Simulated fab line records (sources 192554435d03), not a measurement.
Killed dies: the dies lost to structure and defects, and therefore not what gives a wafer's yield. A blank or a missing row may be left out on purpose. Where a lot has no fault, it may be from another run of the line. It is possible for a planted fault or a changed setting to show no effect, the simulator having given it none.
Which tool was responsible? -- flow n5-finfet -- 66 wafers from 22 lots sampled at 6 of the route's 1938 steps

## WHAT THE GAUGES READ, wafer by wafer
No reading from a measuring or inspecting step in the record can be judged against a usual standard deviation.

## WHICH TOOL RAN EACH LOT (tool, then ch and the chambers of the sampled wafers, then the start)
lot,N5_BEOL_M3_DESCUM_33,N5_BEOL_M3_ETCH_69,N5_BEOL_M3_ALD_98,N5_BEOL_M3_ETCH_70,N5_BEOL_M3_ALD_84,N5_BEOL_M3_SPUTTER_79
L074,"rie-diel-04 ch 1,2, day 7 18:55","rie-diel-04 ch 1,2, day 7 18:58","ald-sin-03 ch 0,1, day 7 19:05","rie-diel-03 ch 1,2,3, day 8 03:55","ald-metal-02 ch 0,2,3, day 8 04:55","pvd-sputter-03, day 8 05:38"
L076,"rie-diel-03 ch 0,1,2, day 7 20:03","rie-diel-03 ch 0,1,2, day 7 20:06","ald-sin-03 ch 1,2,3, day 7 20:11","rie-diel-04 ch 2,3, day 8 04:05","ald-metal-01 ch 2,3, day 8 05:01","pvd-sputter-02, day 8 05:46"
L075,"rie-diel-04 ch 0,2,3, day 8 00:50","rie-diel-04 ch 0,2,3, day 8 00:53","ald-sin-01 ch 0,1, day 8 00:58","rie-diel-02 ch 0,1,3, day 8 04:16","ald-metal-02 ch 1,2,3, day 8 05:08","pvd-sputter-01, day 8 05:56"
L077,"rie-diel-04 ch 1,2,3, day 8 01:32","rie-diel-04 ch 1,2,3, day 8 01:35","ald-sin-01 ch 0,2,3, day 8 01:40","rie-diel-03 ch 0,2, day 8 04:17","ald-metal-04 ch 0,2, day 8 05:11","pvd-sputter-03, day 8 07:28"
L079,"rie-diel-03 ch 1,2, day 8 05:50","rie-diel-03 ch 1,2, day 8 05:53","ald-sin-03 ch 0,1, day 8 06:02","rie-diel-02 ch 0,2, day 8 10:44","ald-metal-01 ch 0,1,2, day 8 11:38","pvd-sputter-02, day 8 12:25"
L078,"rie-diel-03 ch 0,2, day 8 06:39","rie-diel-03 ch 0,2, day 8 06:43","ald-sin-03 ch 0,1,3, day 8 06:51","rie-diel-04 ch 0,1,2, day 8 11:02","ald-metal-04 ch 0,2, day 8 11:41","pvd-sputter-01, day 8 14:02"
L080,"rie-diel-03 ch 0,3, day 8 15:26","rie-diel-03 ch 0,3, day 8 15:29","ald-sin-01 ch 0,2,3, day 8 15:34","rie-diel-02 ch 0,1, day 8 16:47","ald-metal-02 ch 1,3, day 8 17:45","pvd-sputter-03, day 8 18:45"
L081,"rie-diel-04 ch 0,2, day 9 03:38","rie-diel-04 ch 0,2, day 9 03:42","ald-sin-03 ch 1,2,3, day 9 03:51","rie-diel-02 ch 0,3, day 9 12:08","ald-metal-02 ch 1,3, day 9 12:55","pvd-sputter-02, day 9 13:44"
L082,"rie-diel-02 ch 1,2, day 9 04:50","rie-diel-02 ch 1,2, day 9 04:53","ald-sin-01 ch 1,2, day 9 04:58","rie-diel-04 ch 0,2,3, day 9 19:42","ald-metal-04 ch 0,3, day 9 20:30","pvd-sputter-03, day 9 21:17"
L083,"rie-diel-04 ch 0,2, day 9 06:34","rie-diel-04 ch 0,2, day 9 06:37","ald-sin-02 ch 0,2, day 9 06:42","rie-diel-04 ch 0,2, day 9 22:56","ald-metal-02 ch 0,1,3, day 9 23:44","pvd-sputter-01, day 10 00:35"
L084,"rie-diel-03 ch 1,3, day 9 12:32","rie-diel-03 ch 1,3, day 9 12:35","ald-sin-02 ch 0,2, day 9 12:40","rie-diel-03 ch 0,2,3, day 9 22:54","ald-metal-01 ch 1,2, day 9 23:43","pvd-sputter-02, day 10 00:27"
L086,"rie-diel-04 ch 0,1,2, day 10 11:13","rie-diel-04 ch 0,1,2, day 10 11:17","ald-sin-03 ch 0,2,3, day 10 11:58","rie-diel-02 ch 1,2, day 11 02:43","ald-metal-02 ch 2,3, day 11 03:49","pvd-sputter-02, day 11 04:31"
L088,"rie-diel-03 ch 1,2,3, day 10 12:10","rie-diel-03 ch 1,2,3, day 10 12:13","ald-sin-01 ch 0,1,3, day 10 12:22","rie-diel-04 ch 1,3, day 11 02:45","ald-metal-01 ch 0,1, day 11 03:54","pvd-sputter-03, day 11 04:37"
L087,"rie-diel-04 ch 0,2,3, day 10 17:05","rie-diel-04 ch 0,2,3, day 10 17:08","ald-sin-01 ch 1,3, day 10 17:26","rie-diel-04 ch 1,3, day 11 03:11","ald-metal-02 ch 0,2,3, day 11 04:01","pvd-sputter-01, day 11 04:49"
L085,"rie-diel-03 ch 0,2,3, day 10 18:13","rie-diel-03 ch 0,2,3, day 10 18:16","ald-sin-01 ch 0,3, day 10 18:26","rie-diel-03 ch 1,3, day 11 03:38","ald-metal-02 ch 2,3, day 11 04:18","pvd-sputter-03, day 11 06:34"
L089,"rie-diel-03 ch 0,2,3, day 10 22:04","rie-diel-03 ch 0,2,3, day 10 22:08","ald-sin-01 ch 0,1,2, day 10 22:13","rie-diel-02 ch 1,2,3, day 11 08:13","ald-metal-02 ch 0,1,2, day 11 09:57","pvd-sputter-01, day 11 10:40"
L091,"rie-diel-02 ch 0,1,2, day 11 08:33","rie-diel-02 ch 0,1,2, day 11 08:36","ald-sin-02 ch 0,3, day 11 08:59","rie-diel-02 ch 2,3, day 11 09:59","ald-metal-01 ch 0,1,2, day 11 10:57","pvd-sputter-01, day 11 12:59"
L092,"rie-diel-04 ch 2,3, day 11 14:32","rie-diel-04 ch 2,3, day 11 14:35","ald-sin-03 ch 2,3, day 11 14:47","rie-diel-02 ch 1,3, day 11 15:47","ald-metal-04 ch 0,2,3, day 11 16:34","pvd-sputter-02, day 11 18:44"
L095,"rie-diel-02 ch 1,2, day 12 02:51","rie-diel-02 ch 1,2, day 12 02:54","ald-sin-02 ch 1,2,3, day 12 03:02","rie-diel-02 ch 1,2,3, day 12 12:59","ald-metal-02 ch 2,3, day 12 13:46","pvd-sputter-01, day 12 14:35"
L094,"rie-diel-02 ch 1,2, day 12 06:30","rie-diel-02 ch 1,2, day 12 06:34","ald-sin-03 ch 0,3, day 12 06:43","rie-diel-02 ch 2,3, day 12 15:35","ald-metal-01 ch 0,2, day 12 16:22","pvd-sputter-02, day 12 17:11"
L096,"rie-diel-04 ch 1,2,3, day 12 23:28","rie-diel-04 ch 1,2,3, day 12 23:31","ald-sin-03 ch 0,1,2, day 12 23:38","rie-diel-04 ch 1,2, day 12 23:56","ald-metal-02 ch 0,1,2, day 13 00:50","pvd-sputter-03, day 13 01:30"
L097,"rie-diel-02 ch 1,2,3, day 13 17:50","rie-diel-02 ch 1,2,3, day 13 17:53","ald-sin-03 ch 1,2, day 13 17:58","rie-diel-02 ch 0,1,2, day 13 22:23","ald-metal-02 ch 1,2,3, day 14 00:01","pvd-sputter-02, day 14 01:23"
- N5_BEOL_M3_DESCUM_33: chemistry O2, time 7 s.
- N5_BEOL_M3_ETCH_69: etches SiARC in CF4, target depth 15.6 nm, time 26 s.
- N5_BEOL_M3_ALD_98: deposits SiO2, target thk 2.5 nm, pulse time 1 s, co reactant pulse time 1 s.
- N5_BEOL_M3_ETCH_70: etches SOC in N2/H2, target depth 80 nm, overetch 16 nm, time 120 s.
- N5_BEOL_M3_ALD_84: deposits TaN, pulse time 2 s, purge time 3 s, co reactant purge time 2 s.
- N5_BEOL_M3_SPUTTER_79: material Cu, target thk 4.5 nm, time 8.29 s.

## WHAT THE TOOLS THEMSELVES READ (means of the sampled wafers that have a number; where no wafer has one, the mark that the record gives instead)
N5_BEOL_M3_DESCUM_33.
lot,tool,drypump-motor-current-A (A),oes-product-au (a.u.),rf-vpp-V (V),showerhead-plenum-p-Torr (Torr),throttle-valve-pct (%)
L074,rie-diel-04,5.2,0.78,242.7,2.08,20.1
L076,rie-diel-03,5.7,0.71,243.3,2.11,20.6
L075,rie-diel-04,5.8,0.74,241.8,2.03,20.2
L077,rie-diel-04,5.6,0.77,242.2,2.06,20.1
L079,rie-diel-03,5.8,0.72,243.7,2.12,20.6
L078,rie-diel-03,5.5,0.72,242.8,2.09,20.9
L080,rie-diel-03,5.3,0.72,242.8,2.08,20.6
L081,rie-diel-04,5.4,0.74,242.6,2.05,20.2
L082,rie-diel-02,6.0,0.78,243.7,2.16,20.5
L083,rie-diel-04,5.7,0.75,242.0,1.98,20.3
L084,rie-diel-03,6.1,0.72,243.7,2.14,20.2
L086,rie-diel-04,5.4,0.76,241.2,2.01,20.2
L088,rie-diel-03,5.9,0.72,244.0,2.11,20.4
L087,rie-diel-04,5.7,0.73,242.0,2.02,20.3
L085,rie-diel-03,5.5,0.72,242.3,2.08,20.6
L089,rie-diel-03,5.5,0.73,243.3,2.08,20.6
L091,rie-diel-02,5.6,0.75,244.5,2.15,20.7
L092,rie-diel-04,5.5,0.73,242.2,2.08,20.2
L095,rie-diel-02,5.9,0.75,243.5,2.15,20.6
L094,rie-diel-02,6.0,0.74,243.3,2.15,20.6
L096,rie-diel-04,5.6,0.74,242.4,2.05,20.2
L097,rie-diel-02,6.0,0.77,242.8,2.10,20.4

N5_BEOL_M3_ETCH_69.
lot,tool,cf4-flow-sccm (sccm),drypump-motor-current-A (A),etch-rf-on-time-s (s),oes-product-au (a.u.),rf-vpp-V (V),showerhead-plenum-p-Torr (Torr),throttle-valve-pct (%)
L074,rie-diel-04,99.6,5.2,26.3,0.67,183.8,2.12,15.2
L076,rie-diel-03,100.2,5.7,25.9,0.61,183.6,2.15,15.7
L075,rie-diel-04,100.2,5.8,26.3,0.63,183.0,2.08,15.5
L077,rie-diel-04,99.7,5.6,26.0,0.66,183.3,2.11,15.3
L079,rie-diel-03,100.6,5.9,26.2,0.62,184.1,2.15,15.7
L078,rie-diel-03,100.0,5.4,26.3,0.62,184.2,2.12,15.9
L080,rie-diel-03,100.2,5.3,26.3,0.62,183.8,2.14,15.8
L081,rie-diel-04,99.9,5.4,26.2,0.64,183.8,2.08,15.4
L082,rie-diel-02,100.1,6.0,25.9,0.66,185.3,2.20,15.7
L083,rie-diel-04,100.5,5.7,26.0,0.63,183.1,2.03,15.5
L084,rie-diel-03,100.1,6.1,25.9,0.62,184.4,2.19,15.4
L086,rie-diel-04,100.1,5.5,26.5,0.65,183.2,2.06,15.4
L088,rie-diel-03,100.2,5.9,26.3,0.62,184.3,2.15,15.6
L087,rie-diel-04,99.7,5.8,26.3,0.62,183.2,2.07,15.5
L085,rie-diel-03,100.0,5.5,26.2,0.61,183.9,2.13,15.8
L089,rie-diel-03,99.8,5.5,26.4,0.61,183.6,2.13,15.8
L091,rie-diel-02,100.2,5.7,26.4,0.64,184.8,2.20,15.9
L092,rie-diel-04,99.7,5.5,26.4,0.62,184.2,2.13,15.4
L095,rie-diel-02,100.2,5.9,26.3,0.64,185.2,2.19,15.8
L094,rie-diel-02,100.1,5.9,26.4,0.63,185.1,2.19,15.8
L096,rie-diel-04,100.1,5.6,26.4,0.63,183.7,2.10,15.4
L097,rie-diel-02,99.8,6.0,25.9,0.67,184.0,2.16,15.6

N5_BEOL_M3_ALD_98.
lot,tool,heater-power-w (W),precursor-pulse-height-rel
L074,ald-sin-03,74,1.000
L076,ald-sin-03,79,1.008
L075,ald-sin-01,75,0.990
L077,ald-sin-01,72,1.001
L079,ald-sin-03,79,1.004
L078,ald-sin-03,82,1.010
L080,ald-sin-01,71,1.011
L081,ald-sin-03,78,1.014
L082,ald-sin-01,75,0.988
L083,ald-sin-02,81,1.025
L084,ald-sin-02,81,1.010
L086,ald-sin-03,74,0.989
L088,ald-sin-01,74,0.999
L087,ald-sin-01,76,0.994
L085,ald-sin-01,71,1.005
L089,ald-sin-01,74,0.979
L091,ald-sin-02,80,1.014
L092,ald-sin-03,74,1.015
L095,ald-sin-02,74,1.032
L094,ald-sin-03,81,0.998
L096,ald-sin-03,73,1.012
L097,ald-sin-03,72,0.983

N5_BEOL_M3_ETCH_70.
lot,tool,drypump-motor-current-A (A),oes-product-au (a.u.),rf-vpp-V (V),showerhead-plenum-p-Torr (Torr),throttle-valve-pct (%)
L074,rie-diel-03,5.9,0.57,524.0,2.57,17.7
L076,rie-diel-04,5.9,0.56,523.6,2.52,17.6
L075,rie-diel-02,6.4,0.58,524.9,2.58,17.9
L077,rie-diel-03,5.4,0.56,522.9,2.50,18.0
L079,rie-diel-02,5.4,0.61,525.9,2.62,18.2
L078,rie-diel-04,5.5,0.60,521.0,2.45,17.6
L080,rie-diel-02,6.0,0.54,525.8,2.63,18.4
L081,rie-diel-02,6.1,0.58,524.0,2.57,18.1
L082,rie-diel-04,5.8,0.57,522.1,2.47,17.7
L083,rie-diel-04,5.7,0.57,520.8,2.42,17.8
L084,rie-diel-03,5.5,0.56,523.2,2.52,17.9
L086,rie-diel-02,6.0,0.58,525.9,2.62,17.9
L088,rie-diel-04,5.6,0.60,522.2,2.47,17.7
L087,rie-diel-04,5.9,0.57,523.3,2.49,17.7
L085,rie-diel-03,6.1,0.55,525.1,2.60,17.6
L089,rie-diel-02,6.0,0.62,524.5,2.56,17.7
L091,rie-diel-02,5.4,0.67,523.8,2.55,17.5
L092,rie-diel-02,6.6,0.60,523.8,2.51,17.6
L095,rie-diel-02,6.0,0.61,524.1,2.56,17.7
L094,rie-diel-02,5.3,0.66,524.0,2.54,17.5
L096,rie-diel-04,5.3,0.60,522.3,2.47,17.6
L097,rie-diel-02,5.7,0.64,525.3,2.61,18.0

N5_BEOL_M3_ALD_84.
lot,tool,heater-power-w (W),precursor-vessel-carrier-sccm (sccm)
L074,ald-metal-02,394,1003.2
L076,ald-metal-01,422,996.8
L075,ald-metal-02,410,1002.5
L077,ald-metal-04,422,999.6
L079,ald-metal-01,363,999.4
L078,ald-metal-04,410,998.0
L080,ald-metal-02,400,999.1
L081,ald-metal-02,415,998.6
L082,ald-metal-04,443,999.2
L083,ald-metal-02,394,1000.5
L084,ald-metal-01,384,997.9
L086,ald-metal-02,395,1001.6
L088,ald-metal-01,370,998.9
L087,ald-metal-02,395,999.8
L085,ald-metal-02,417,997.6
L089,ald-metal-02,405,999.9
L091,ald-metal-01,357,1000.8
L092,ald-metal-04,432,999.0
L095,ald-metal-02,405,996.9
L094,ald-metal-01,317,998.7
L096,ald-metal-02,409,999.5
L097,ald-metal-02,418,1000.4

N5_BEOL_M3_SPUTTER_79.
lot,tool,throttle-valve-pct (%)
L074,pvd-sputter-03,30.8
L076,pvd-sputter-02,29.8
L075,pvd-sputter-01,29.2
L077,pvd-sputter-03,30.6
L079,pvd-sputter-02,29.6
L078,pvd-sputter-01,29.2
L080,pvd-sputter-03,30.6
L081,pvd-sputter-02,30.2
L082,pvd-sputter-03,30.7
L083,pvd-sputter-01,28.5
L084,pvd-sputter-02,29.9
L086,pvd-sputter-02,29.2
L088,pvd-sputter-03,30.9
L087,pvd-sputter-01,29.4
L085,pvd-sputter-03,30.6
L089,pvd-sputter-01,29.3
L091,pvd-sputter-01,28.8
L092,pvd-sputter-02,29.9
L095,pvd-sputter-01,29.3
L094,pvd-sputter-02,29.5
L096,pvd-sputter-03,30.7
L097,pvd-sputter-02,29.7

## THE ANSWER, worked out from the rows above alone
Rule: the usual values come from the lots themselves. Put in order of their means at a reading, lots are off if they are a third of the lots or fewer, leave a main group of 4 or more, and stand apart from it by a gap of 3 or more times the standard deviation of the main group's means; of several such gaps the widest counts. A main group is skipped when, at the precision printed for the reading in the tables above, its means are all equal. A lot without any number at a reading at which 4 lots or more have one is off too. Any other lot the step has rows for is counted as sound. First the gauges in route order, then the tools' own readings, where a lot's mean is used as printed above. At the first step where some lot is off, the reading lying furthest off is the one used; lots without a number count as furthest.
Nothing can be told from this: no lot is off at any reading shown.

## WHAT THE SIMULATOR PUT IN
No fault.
